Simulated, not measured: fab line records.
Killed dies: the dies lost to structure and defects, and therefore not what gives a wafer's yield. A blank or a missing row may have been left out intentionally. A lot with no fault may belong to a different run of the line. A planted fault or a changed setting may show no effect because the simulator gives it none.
Split-lot study | flow n5Finfet | on a route of 1938 steps: 7 lots, 21 wafers read

== ON THE SPLIT ==
At N5_BEOL_M10_COAT_05 (resist thk 90 nm), the setting spinRpm was moved away from the recipe's 1500 rpm on 10 of the 21 wafers read, by -10.7% to +8.0%. The other wafers ran this setting at the recipe's value.

== FROM THE SPLIT TO THE READING: what the file shows between them, 3 steps ==
- N5_BEOL_M10_EBR_07
- N5_BEOL_M10_SOFTBAKE_06: time 60 s
- N5_BEOL_M10_DESCUM_16: chemistry O2, time 7.9 s

== THE READING ==
CAR-ArF_of_BEOL_M10_COAT_05.thkNm (the simulator's own value, which no gauge read), in nm, at N5_BEOL_M10_ETCH_61 (etches SiARC in CF4, target depth 39 nm, time 65 s). The file does not state a usual value for it. Here, 11 wafers ran the recipe; their average is 55.4 nm with a standard deviation of 0.58 nm.

wafer  | tool, chamber at the split | spinRpm as run, rpm | against the recipe | CAR-ArF_of_BEOL_M10_COAT_05.thkNm, nm | against lot-mates on the recipe
L077.1 | lithoTrack-03, 0           | 1619                | +7.9%              | 50.8                                  | -4.8
L077.2 | lithoTrack-03, 0           | 1500                | recipe             | 55.6                                  | -
L077.6 | lithoTrack-03, 0           | 1619                | +7.9%              | 51                                    | -4.6
L079.2 | lithoTrack-01, 0           | 1500                | recipe             | 56.6                                  | -
L079.4 | lithoTrack-01, 0           | 1339                | -10.7%             | 61                                    | +4.4
L079.6 | lithoTrack-01, 0           | 1339                | -10.7%             | 62.2                                  | +5.6
L080.3 | lithoTrack-03, 0           | 1615                | +7.7%              | 52.6                                  | -3.0
L080.4 | lithoTrack-03, 0           | 1615                | +7.7%              | 52.2                                  | -3.4
L080.6 | lithoTrack-03, 0           | 1500                | recipe             | 55.6                                  | -
L081.1 | lithoTrack-03, 0           | 1620                | +8.0%              | 51.4                                  | -3.0
L081.2 | lithoTrack-03, 0           | 1500                | recipe             | 54.4                                  | -
L081.3 | lithoTrack-03, 0           | 1500                | recipe             | 54.4                                  | -
L083.1 | lithoTrack-05, 0           | 1500                | recipe             | 55                                    | -
L083.3 | lithoTrack-05, 0           | 1573                | +4.9%              | 53.2                                  | -1.8
L083.6 | lithoTrack-05, 0           | 1573                | +4.9%              | 52.2                                  | -2.8
L085.2 | lithoTrack-05, 0           | 1500                | recipe             | 55.6                                  | -
L085.4 | lithoTrack-05, 0           | 1500                | recipe             | 55.4                                  | -
L085.6 | lithoTrack-05, 0           | 1568                | +4.5%              | 53.8                                  | -1.7
L096.4 | lithoTrack-01, 0           | 1500                | recipe             | 55.6                                  | -
L096.5 | lithoTrack-01, 0           | 1500                | recipe             | 55.4                                  | -
L096.6 | lithoTrack-01, 0           | 1500                | recipe             | 55.4                                  | -

THE FIT
A straight line over all 21 wafers: CAR-ArF_of_BEOL_M10_COAT_05.thkNm changes by -0.529 nm for each +1% of spinRpm; r = -0.97; the points scatter about the line by 0.66 nm.
The same after taking each lot's own level away (the mean of its wafers on the recipe; 21 wafers): -0.47 nm for each +1%; r = -0.98; scatter 0.48 nm.
The reading moves by 5 nm for the largest change in spinRpm, on that fit.
Measured against the standard deviation above, the lots' own levels, which go from 54.40 to 56.60 nm, span 3.8 times it.
In other words, the slope is changed by the lot-to-lot level; the two fits disagree.
Check: with one of the wafers moved furthest among these (-10.7%) left out of the fit, the line predicts +5.35 nm for it against its lot-mates. It came out at +4.4 nm against them.

== ADDITIONAL SPLITS CARRIED BY THESE WAFERS ==
These wafers also went through other splits before the reading. Each is held against what the fit with the lots' levels taken away leaves over:
other split on the same wafers | wafers away from the commonest value | r with CAR-ArF_of_BEOL_M10_COAT_05.thkNm (lot level and that fit taken away)
N5_BEOL_M9_EXPOSE_08 doseMj    | 10                                   | -0.14
N5_BEOL_M10_COAT_60 spinRpm    | 8                                    | +0.38

== THE WHOLE CHAIN: every reading that the file lists as answering this split, in the file's order ==
step                | what it does                                       | reading                                                                            | change (the file's fit)               | r (the file's)
N5_BEOL_M10_COAT_05 | resist thk 90 nm                                   | CAR-ArF_of_BEOL_M10_COAT_05.thkNm (the simulator's own value, which no gauge read) | -0.438 nm for each +1% of the setting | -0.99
N5_BEOL_M10_ETCH_61 | etches SiARC in CF4, target depth 39 nm, time 65 s | CAR-ArF_of_BEOL_M10_COAT_05.thkNm (the simulator's own value, which no gauge read) | -0.459 nm for each +1% of the setting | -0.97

== FILE'S OWN FIT ==
CAR-ArF_of_BEOL_M10_COAT_05.thkNm changes by -0.459 nm for each +1% of spinRpm, r = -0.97.
